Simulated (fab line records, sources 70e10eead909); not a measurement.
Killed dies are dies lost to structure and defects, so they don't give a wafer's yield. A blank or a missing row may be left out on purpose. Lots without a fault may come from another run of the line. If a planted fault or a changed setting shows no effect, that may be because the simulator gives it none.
Matching of chambers || flow nand-harc || 4 sister chambers for NHARC_A_STAIRCASE_TRIM_12 on rie-diel-05
The step chemistry O2, time 211.2 s. 4 wafers are shown with their chamber, then 9 later ones without.

## EACH WAFER AND ITS CHAMBER
{"wafer": "L089.6", "chamber": 0, "showerhead-plenum-p-Torr (Torr)": 3.58}
{"wafer": "L088.1", "chamber": 1, "showerhead-plenum-p-Torr (Torr)": 3.32}
{"wafer": "L088.3", "chamber": 3, "showerhead-plenum-p-Torr (Torr)": 3.40}
{"wafer": "L088.4", "chamber": 2, "showerhead-plenum-p-Torr (Torr)": 3.70}

## WAFERS WITH NO CHAMBER GIVEN
{"wafer": "L091.1", "showerhead-plenum-p-Torr (Torr)": 3.69}
{"wafer": "L091.2", "showerhead-plenum-p-Torr (Torr)": 3.32}
{"wafer": "L091.5", "showerhead-plenum-p-Torr (Torr)": 3.40}
{"wafer": "L095.1", "showerhead-plenum-p-Torr (Torr)": 3.39}
{"wafer": "L095.2", "showerhead-plenum-p-Torr (Torr)": 3.32}
{"wafer": "L095.5", "showerhead-plenum-p-Torr (Torr)": 3.32}
{"wafer": "L093.1", "showerhead-plenum-p-Torr (Torr)": 3.32}
{"wafer": "L093.5", "showerhead-plenum-p-Torr (Torr)": 3.39}
{"wafer": "L093.6", "showerhead-plenum-p-Torr (Torr)": 3.69}

## CHAMBER TAKEN BY EACH
{"wafer": "L091.1", "from the rows above": 2, "in truth": 2}
{"wafer": "L091.2", "from the rows above": 1, "in truth": 1}
{"wafer": "L091.5", "from the rows above": 3, "in truth": 3}
{"wafer": "L095.1", "from the rows above": 3, "in truth": 3}
{"wafer": "L095.2", "from the rows above": 1, "in truth": 1}
{"wafer": "L095.5", "from the rows above": 1, "in truth": 1}
{"wafer": "L093.1", "from the rows above": 1, "in truth": 1}
{"wafer": "L093.5", "from the rows above": 3, "in truth": 3}
{"wafer": "L093.6", "from the rows above": 2, "in truth": 2}
9 of 9 placed correctly. Number that these rows cannot place: 0. Number placed wrongly: 0.
How it was worked out, from the rows above alone: a wafer's distance from a chamber is the root of the sum, over the readings, of the square of ((its reading less the chamber's mean) divided by the reading's scatter). The wafer belongs to the nearest chamber; if the next one is less than 2 further off, it can't be placed. Each chamber's mean is taken over the wafers shown for it. The scatter: root of mean squared gap, hidden wafer to nearest shown wafer, with one shown wafer a chamber.
